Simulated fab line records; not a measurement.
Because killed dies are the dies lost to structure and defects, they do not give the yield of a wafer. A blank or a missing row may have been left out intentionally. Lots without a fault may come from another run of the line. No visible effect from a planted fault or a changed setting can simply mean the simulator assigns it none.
Chamber matching ; flow nand_harc ; NHARC_A_CONTACT_DEP_29 on pecvd-01 has 3 sister chambers
The step deposits SiON, target thk 100 nm. 3 wafers are shown with their chamber, then 7 later ones without.

== WAFERS, EACH WITH ITS CHAMBER ==
wafer;chamber;heater_power_w (W)
L086.6;0;539
L094.1;1;995
L094.2;2;763

== WAFERS WITH NO CHAMBER GIVEN ==
wafer;heater_power_w (W)
L094.3;592
L094.4;597
L094.5;760
L094.6;1003
L097.3;1014
L097.4;654
L097.5;1018

== WHICH CHAMBER EACH ONE RAN IN ==
wafer;from the rows above;in truth
L094.3;0;0
L094.4;0;0
L094.5;2;2
L094.6;1;1
L097.3;1;1
L097.4;can't be placed: 2 or 0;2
L097.5;1;1
Placed correctly: 6 of 7. Can't be placed from these rows: 1 (the true chamber is among the candidates in 1). Number placed wrongly: 0.
How it was worked out, from the rows above alone: a wafer's distance from a chamber is the root of the sum, over the readings, of the square of ((its reading less the chamber's mean) divided by the reading's scatter). If the next closest chamber is less than 2 further off than the closest, the wafer can't be placed; otherwise it belongs to the closest. Each chamber's mean is taken over the wafers shown for it. The scatter: root of mean squared gap, hidden wafer to nearest shown wafer, with one shown wafer a chamber.
